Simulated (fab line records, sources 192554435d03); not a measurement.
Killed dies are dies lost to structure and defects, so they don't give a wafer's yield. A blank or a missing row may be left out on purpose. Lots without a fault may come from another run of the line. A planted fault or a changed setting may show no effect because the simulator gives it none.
Which tool did it? | flow n5_finfet | 14 lots, 42 wafers sampled, at 6 steps of a route of 1938

WHAT THE GAUGES READ, wafer by wafer
N5_BEOL_M10_OCD_MEAS_38. Usual: trench_depth_nm 148.2 nm, standard deviation 2.9.
lot  | measured     | on     | trench_depth_nm (nm) | flag
L722 | day 10 16:53 | ocd-01 | 148.9 144.9 147.6    |
L721 | day 10 19:43 | ocd-02 | 151.2 144.8 152.1    |
L724 | day 11 22:27 | ocd-02 | 143.6 145.8 143.3    |
L727 | day 12 10:10 | ocd-02 | 144.5 147.5 147.3    |
L728 | day 13 06:06 | ocd-02 | 145.0 145.1 151.0    |
L731 | day 13 08:41 | ocd-01 | 152.2 146.1 146.6    |
L733 | day 13 13:57 | ocd-01 | 150.3 151.0 147.0    |
L735 | day 13 21:29 | ocd-01 | 155.2 143.9 145.1    |
L738 | day 14 11:26 | ocd-02 | 146.2 144.4 148.4    |
L736 | day 14 12:47 | ocd-01 | 149.5 149.9 144.6    |
L740 | day 15 09:59 | ocd-02 | 151.0 146.1 151.3    |
L741 | day 15 13:10 | ocd-02 | 148.2 149.7 144.3    |
L742 | day 15 18:14 | ocd-01 | 150.4 146.9 145.1    |
L743 | day 16 03:16 | ocd-02 | 149.1 147.2 149.7    |

N5_BEOL_M11_CD_MEAS_18: pitch 140 nm, target cd 70 nm. Usual: cd_nm 70.0 nm, standard deviation 0.65.
lot  | measured     | on        | cd_nm (nm)     | flag
L722 | day 10 21:59 | cd_sem-03 | 69.1 69.7 69.1 |
L721 | day 11 02:23 | cd_sem-01 | 70.7 70.8 69.9 |
L724 | day 12 03:23 | cd_sem-03 | 70.3 69.4 69.6 |
L727 | day 12 16:10 | cd_sem-01 | 69.8 69.1 69.8 |
L728 | day 13 10:50 | cd_sem-01 | - - -          | OFF
L731 | day 13 13:07 | cd_sem-03 | - - -          | OFF
L733 | day 13 20:00 | cd_sem-03 | 70.5 69.3 70.1 |
L735 | day 14 03:02 | cd_sem-01 | 69.3 71.0 70.0 |
L738 | day 14 18:53 | cd_sem-02 | 68.5 69.6 68.8 |
L736 | day 14 19:40 | cd_sem-03 | 70.5 70.0 69.9 |
L740 | day 15 16:10 | cd_sem-03 | 70.7 69.9 71.1 |
L741 | day 15 19:49 | cd_sem-01 | 70.0 70.0 69.6 |
L742 | day 16 00:11 | cd_sem-02 | 69.2 69.6 70.9 |
L743 | day 16 09:15 | cd_sem-03 | 70.5 71.0 70.5 |

WHICH TOOL RAN EACH LOT (tool, then ch and the chambers of the sampled wafers, then the start)
lot  | N5_BEOL_M10_CMP_52            | N5_BEOL_M10_DEP_56              | N5_BEOL_M11_HM_DEP_02        | N5_BEOL_M11_HM_OPEN_17
L722 | cmp-01 ch 2,3, day 10 19:16   | pecvd-01 ch 0,1,2, day 10 19:35 | pvd_sputter-03, day 10 20:50 | rie_metal-01 ch 0,1, day 10 21:35
L721 | cmp-03 ch 0,2,3, day 10 23:47 | pecvd-01 ch 0,2, day 11 00:02   | pvd_sputter-01, day 11 01:12 | rie_metal-03 ch 0,1, day 11 02:14
L724 | cmp-03 ch 0,1, day 12 00:36   | pecvd-03 ch 0,1, day 12 00:58   | pvd_sputter-02, day 12 02:21 | rie_metal-02 ch 0,1, day 12 03:14
L727 | cmp-04 ch 2,3, day 12 12:12   | pecvd-04 ch 1,2, day 12 12:33   | pvd_sputter-03, day 12 14:54 | rie_metal-02 ch 1, day 12 15:43
L728 | cmp-03 ch 0,1,3, day 13 08:06 | pecvd-01 ch 0,1,2, day 13 08:20 | pvd_sputter-02, day 13 09:48 | rie_metal-02 ch 0,1, day 13 10:39
L731 | cmp-03 ch 0,1, day 13 10:53   | pecvd-04 ch 0,1, day 13 11:14   | pvd_sputter-03, day 13 12:08 | rie_metal-01 ch 0,1, day 13 12:56
L733 | cmp-04 ch 0,1, day 13 17:02   | pecvd-03 ch 0,2, day 13 17:23   | pvd_sputter-03, day 13 18:58 | rie_metal-01 ch 0,1, day 13 19:49
L735 | cmp-03 ch 0,2,3, day 14 00:34 | pecvd-03 ch 1,2, day 14 00:53   | pvd_sputter-01, day 14 01:51 | rie_metal-03 ch 0, day 14 02:51
L738 | cmp-04 ch 0,1,3, day 14 14:17 | pecvd-03 ch 1,2, day 14 14:39   | pvd_sputter-01, day 14 17:31 | rie_metal-02 ch 0,1, day 14 18:27
L736 | cmp-01 ch 0,2, day 14 15:38   | pecvd-03 ch 1,2, day 14 16:00   | pvd_sputter-01, day 14 17:58 | rie_metal-01 ch 0,1, day 14 19:23
L740 | cmp-03 ch 1,2, day 15 12:34   | pecvd-03 ch 1,2, day 15 12:53   | pvd_sputter-03, day 15 14:45 | rie_metal-02 ch 0,1, day 15 15:57
L741 | cmp-03 ch 0,2,3, day 15 15:48 | pecvd-03 ch 0,1, day 15 16:09   | pvd_sputter-02, day 15 18:23 | rie_metal-03 ch 0,1, day 15 19:38
L742 | cmp-03 ch 1,2,3, day 15 20:40 | pecvd-01 ch 0,1, day 15 21:00   | pvd_sputter-03, day 15 23:08 | rie_metal-03 ch 0,1, day 16 00:01
L743 | cmp-03 ch 1,3, day 16 05:53   | pecvd-03 ch 0,1,2, day 16 06:13 | pvd_sputter-01, day 16 08:13 | rie_metal-03 ch 0,1, day 16 09:04
- N5_BEOL_M10_CMP_52: polishes, stops on SiCOH lowk, t overpolish 7 s, target thk 140 nm.
- N5_BEOL_M10_DEP_56: deposits SiCN from 3MS/NH3, target thk 15 nm, time 26.5 s.
- N5_BEOL_M11_HM_DEP_02: deposits TiN, target thk 20 nm.
- N5_BEOL_M11_HM_OPEN_17: chemistry Cl2/BCl3, target TiN, target depth 20 nm, overetch 6 nm.

WHAT THE TOOLS THEMSELVES READ (means of the sampled wafers that have a number; where no wafer has one, the mark that the record gives instead)
N5_BEOL_M10_CMP_52. Usual: barrier_field_endpoint_s 28.8 s, standard deviation 0.78; clearing_platen_down_force_psi 1.499 psi, standard deviation 0.0032; motor_current_A 5.9 A, standard deviation 0.64; overpolish_run_s 6.999 s, standard deviation 0.0094; time_to_endpoint_s 65 s, standard deviation 3.3.
lot  | tool   | barrier_field_endpoint_s (s) | clearing_platen_down_force_psi (psi) | motor_current_A (A) | overpolish_run_s (s) | time_to_endpoint_s (s) | flag
L722 | cmp-01 | 29.1                         | 1.500                                | 6.6                 | 6.994                | 65                     |
L721 | cmp-03 | 27.4                         | 1.496                                | 5.5                 | 7.003                | 60                     |
L724 | cmp-03 | 28.9                         | 1.498                                | 5.4                 | 7.005                | 64                     |
L727 | cmp-04 | 29.8                         | 1.500                                | 6.4                 | 6.998                | 67                     |
L728 | cmp-03 | 28.6                         | 1.501                                | 5.5                 | 6.996                | 63                     |
L731 | cmp-03 | 28.9                         | 1.499                                | 5.6                 | 6.996                | 67                     |
L733 | cmp-04 | 30.0                         | 1.499                                | 5.6                 | 6.997                | 69                     |
L735 | cmp-03 | 29.5                         | 1.497                                | 5.5                 | 6.996                | 61                     |
L738 | cmp-04 | 29.4                         | 1.499                                | 5.9                 | 7.001                | 68                     |
L736 | cmp-01 | 28.9                         | 1.498                                | 5.2                 | 6.999                | 65                     |
L740 | cmp-03 | 28.5                         | 1.501                                | 5.3                 | 7.012                | 65                     |
L741 | cmp-03 | 28.5                         | 1.500                                | 5.6                 | 7.001                | 64                     |
L742 | cmp-03 | 28.8                         | 1.502                                | 5.7                 | 7.000                | 64                     |
L743 | cmp-03 | 28.5                         | 1.501                                | 5.7                 | 7.000                | 66                     |

N5_BEOL_M10_DEP_56. Usual: chamber_pressure_Torr 3.000 Torr, standard deviation 0.0068; rf_fwd_power_W 199.3 W, standard deviation 0.9; showerhead_plenum_p_Torr 3.668 Torr, standard deviation 0.014; showerhead_vpp_V 895 V, standard deviation 35; throttle_valve_pct 8.9 %, standard deviation 0.51.
lot  | tool     | chamber_pressure_Torr (Torr) | rf_fwd_power_W (W) | showerhead_plenum_p_Torr (Torr) | showerhead_vpp_V (V) | throttle_valve_pct (%) | flag
L722 | pecvd-01 | 2.998                        | 199.4              | 3.669                           | 896                  | 8.7                    |
L721 | pecvd-01 | 3.004                        | 199.4              | 3.671                           | 889                  | 9.1                    |
L724 | pecvd-03 | 2.999                        | 199.4              | 3.670                           | 886                  | 9.2                    |
L727 | pecvd-04 | 2.997                        | 200.1              | 3.670                           | 920                  | 9.0                    |
L728 | pecvd-01 | 3.000                        | 199.1              | 3.666                           | 889                  | 8.7                    |
L731 | pecvd-04 | 2.997                        | 199.9              | 3.674                           | 952                  | 9.3                    |
L733 | pecvd-03 | 3.002                        | 198.1              | 3.648                           | 895                  | 8.5                    |
L735 | pecvd-03 | 3.004                        | 199.1              | 3.666                           | 871                  | 9.0                    |
L738 | pecvd-03 | 3.001                        | 198.7              | 3.668                           | 867                  | 8.8                    |
L736 | pecvd-03 | 3.005                        | 199.3              | 3.650                           | 881                  | 8.6                    |
L740 | pecvd-03 | 2.996                        | 198.8              | 3.669                           | 871                  | 8.8                    |
L741 | pecvd-03 | 3.006                        | 199.8              | 3.673                           | 891                  | 9.2                    |
L742 | pecvd-01 | 3.003                        | 199.3              | 3.677                           | 861                  | 9.2                    |
L743 | pecvd-03 | 3.001                        | 199.0              | 3.660                           | 878                  | 9.0                    |

N5_BEOL_M11_HM_DEP_02. Usual: chamber_pressure_pa 0.4999 Pa, standard deviation 0.00088; substrate_temp_c 24.99 C, standard deviation 0.1; throttle_valve_pct 29.9 %, standard deviation 1.2.
lot  | tool           | chamber_pressure_pa (Pa) | substrate_temp_c (C) | throttle_valve_pct (%) | flag
L722 | pvd_sputter-03 | 0.4996                   | 25.01                | 29.9                   |
L721 | pvd_sputter-01 | 0.4997                   | 24.95                | 29.1                   |
L724 | pvd_sputter-02 | 0.5002                   | 25.04                | 28.7                   |
L727 | pvd_sputter-03 | 0.4991                   | 24.95                | 29.5                   |
L728 | pvd_sputter-02 | -                        | -                    | -                      | OFF
L731 | pvd_sputter-03 | -                        | -                    | -                      | OFF
L733 | pvd_sputter-03 | 0.5007                   | 25.05                | 30.3                   |
L735 | pvd_sputter-01 | 0.5000                   | 24.96                | 30.2                   |
L738 | pvd_sputter-01 | 0.4989                   | 24.94                | 30.8                   |
L736 | pvd_sputter-01 | 0.4996                   | 24.95                | 29.6                   |
L740 | pvd_sputter-03 | 0.5009                   | 25.10                | 29.9                   |
L741 | pvd_sputter-02 | 0.5003                   | 25.03                | 29.8                   |
L742 | pvd_sputter-03 | 0.5001                   | 24.96                | 29.6                   |
L743 | pvd_sputter-01 | 0.5001                   | 24.89                | 29.8                   |

N5_BEOL_M11_HM_OPEN_17. Usual: drypump_motor_current_A 6.2 A, standard deviation 0.44; oes_product_au 0.67 a.u., standard deviation 0.093; throttle_valve_pct 22.04 %, standard deviation 0.13.
lot  | tool         | drypump_motor_current_A (A) | oes_product_au (a.u.) | throttle_valve_pct (%) | flag
L722 | rie_metal-01 | 6.5                         | 0.72                  | 21.98                  |
L721 | rie_metal-03 | 5.8                         | 0.64                  | 22.06                  |
L724 | rie_metal-02 | 6.1                         | 0.60                  | 22.13                  |
L727 | rie_metal-02 | 6.6                         | 0.67                  | 22.09                  |
L728 | rie_metal-02 | 6.1                         | 0.26                  | 22.79                  | OFF
L731 | rie_metal-01 | 6.4                         | 0.36                  | 22.62                  | OFF
L733 | rie_metal-01 | 6.5                         | 0.80                  | 21.91                  |
L735 | rie_metal-03 | 5.4                         | 0.60                  | 22.18                  |
L738 | rie_metal-02 | 6.1                         | 0.58                  | 22.14                  |
L736 | rie_metal-01 | 6.5                         | 0.78                  | 21.94                  |
L740 | rie_metal-02 | 6.1                         | 0.59                  | 22.15                  |
L741 | rie_metal-03 | 5.8                         | 0.62                  | 22.11                  |
L742 | rie_metal-03 | 6.1                         | 0.64                  | 21.99                  |
L743 | rie_metal-03 | 5.8                         | 0.62                  | 22.08                  |

THE ANSWER, worked out from the rows above alone
Rule: a lot is off if the mean of its wafers that have a number lies more than 3 standard deviations from the usual mean. A lot without any number at a reading at which 4 lots or more have one is off too. The other lots that the step has rows for count as sound. The gauges are gone through in route order, then the tools' own readings, and for those a lot's mean is taken as printed above. The first step at which some lot is off is used, and at that step the reading that is off furthest; a lot without a number counts as furthest.
Off: L728, L731, at N5_BEOL_M11_CD_MEAS_18 (cd_nm). Without a number there: L728, L731.
A tool fits if, at a process step before that reading, it ran every lot that is off, and no sound lot after the first of them. The gauges at N5_BEOL_M11_CD_MEAS_18 aren't tried: what is off there is off at N5_BEOL_M11_HM_DEP_02 too, on other tools, and a gauge's error can't cause that. None of those tried fits.

WHAT THE SIMULATOR HAD PUT IN
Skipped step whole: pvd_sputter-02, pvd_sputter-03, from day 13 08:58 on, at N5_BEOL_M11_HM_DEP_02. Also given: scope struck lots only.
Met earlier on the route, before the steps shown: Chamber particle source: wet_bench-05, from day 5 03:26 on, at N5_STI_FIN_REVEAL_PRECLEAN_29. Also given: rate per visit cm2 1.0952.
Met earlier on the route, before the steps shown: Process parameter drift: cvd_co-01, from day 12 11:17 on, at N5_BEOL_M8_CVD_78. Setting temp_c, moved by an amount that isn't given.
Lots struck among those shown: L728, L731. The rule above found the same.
